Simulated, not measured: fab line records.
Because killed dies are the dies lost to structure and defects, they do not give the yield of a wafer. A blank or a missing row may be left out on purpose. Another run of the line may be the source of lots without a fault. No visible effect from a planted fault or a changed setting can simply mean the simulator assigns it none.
Matching of chambers ; flow n5 finfet ; N5_BEOL_M1_VIA_ETCH_34 on rie diel-01 has 3 sister chambers
The step etches the open film in C4F6/O2, target depth 67.8 nm, time 64.4 s. 6 wafers are shown with their chamber, then 11 later ones without.

== WAFERS WITH THEIR CHAMBER ==
wafer;chamber;drypump motor current A (A);throttle valve pct (%)
L088.1;1;6.4;30.68
L088.2;3;6.0;30.72
L088.3;2;5.2;31.06
L088.4;3;6.0;30.73
L088.5;1;6.4;30.68
L088.6;2;5.1;31.08

== WAFERS WITH NO CHAMBER GIVEN ==
wafer;drypump motor current A (A);throttle valve pct (%)
L093.1;6.0;30.76
L093.2;5.1;31.09
L093.5;6.4;30.69
L094.1;5.2;31.09
L094.2;6.3;30.68
L094.4;6.0;30.74
L097.1;5.2;31.08
L097.3;6.0;30.74
L097.4;6.4;30.70
L097.5;6.3;30.71
L097.6;5.1;31.10

== WHICH CHAMBER EACH ONE RAN IN ==
wafer;from the rows above;in truth
L093.1;3;3
L093.2;2;2
L093.5;1;1
L094.1;2;2
L094.2;1;1
L094.4;3;3
L097.1;2;2
L097.3;3;3
L097.4;1;1
L097.5;1;1
L097.6;2;2
Placed correctly: 11 of 11. Not placeable from these rows: 0. 0 placed wrongly.
How it was worked out, from the rows above alone: a wafer's distance from a chamber is the root of the sum, over the readings, of the square of ((its reading less the chamber's mean) divided by the reading's scatter). The wafer belongs to the nearest chamber; if the next one is less than 2 further off, it can't be placed. The mean given for a chamber averages the wafers shown for that chamber. The scatter: the root of (the sum of the squares of (reading less its chamber's mean) over the shown wafers, divided by (wafers less chambers)).
